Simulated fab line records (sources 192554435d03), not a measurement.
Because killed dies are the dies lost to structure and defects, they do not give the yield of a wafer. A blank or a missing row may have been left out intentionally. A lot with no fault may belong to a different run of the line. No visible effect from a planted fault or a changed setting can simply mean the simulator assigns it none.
One fault seen from 2 desks + flow n5Finfet + numbers are kept per desk, each desk with only its own; the story behind them comes last

## FROM THE METROLOGY DESK
Means of the sampled wafers that have a number, per lot and without regard to the tool the lot ran on: this is what the gauges read. The brackets show how far a lot's mean lies from the usual mean; more than 4 standard deviations puts the lot out of limits, marked OUT.
Columns: A = V6_OVL at N5_BEOL_M7_OVL_MEAS_29, usual 0.0 nm
| lot  | first seen here | A    |
|------|-----------------|------|
| L448 | day 10 04:06    | -0.3 |
| L451 | day 10 18:56    | -0.4 |
| L453 | day 10 22:22    | 0.4  |
| L460 | day 13 00:46    | 0.7  |
| L464 | day 14 03:17    | 0.1  |
| L465 | day 14 03:22    | -0.1 |
| L467 | day 14 18:41    | 0.3  |
| L468 | day 15 02:28    | 0.5  |
| L469 | day 15 06:32    | -0.4 |
| L470 | day 15 10:30    | 1.1  |
Finding of this desk: none of the 10 lots has anything out of limits.

## TOOL OWNER'S DESK, lithoTrack-02
The tool's own readings at N5_BEOL_M7_COAT_71 (time 60 s, resist thk 5 nm): means of the sampled wafers that have a number, for each lot that ran on this tool. The brackets show how far a lot's mean lies from the usual mean; more than 4 standard deviations puts the lot out of limits, marked OUT.
Columns: A = spinSpeedRpm at N5_BEOL_M7_COAT_71, usual 1500.0 rpm
| lot  | first seen here | A                        |
|------|-----------------|--------------------------|
| L448 | day 10 03:49    | 1499.3                   |
| L451 | day 10 18:31    | 1332.1 (-99 or more) OUT |
| L453 | day 10 22:04    | 1329.8 (-99 or more) OUT |
| L464 | day 14 02:59    | 1498.6                   |
| L468 | day 15 02:09    | 1499.8                   |
| L469 | day 15 06:07    | 1500.2                   |
This desk's verdict: out of limits on L451, L453, starting with L451 at day 10 18:31 (spinSpeedRpm at N5_BEOL_M7_COAT_71). Within limits: L448, L464, L468, L469.

## ALL TOGETHER
At day 10 18:31, on L451, L453, the tool owner's desk was in a position to raise an alarm.
At the metrology desk, nothing out of limits was observed.
The metrology desk holds a record of L451, L453, inside its limits.
All the named lots went through N5_BEOL_M7_COAT_71 on lithoTrack-02.

## WHAT THE SIMULATOR HAD PUT IN
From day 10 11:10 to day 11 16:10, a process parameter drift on lithoTrack-02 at N5_BEOL_M7_COAT_71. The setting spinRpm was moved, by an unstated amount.
Shown lots that were struck: L451, L453.
How many hours passed from the start of the fault until each desk's first out-of-limits reading: the tool owner's desk, 7.
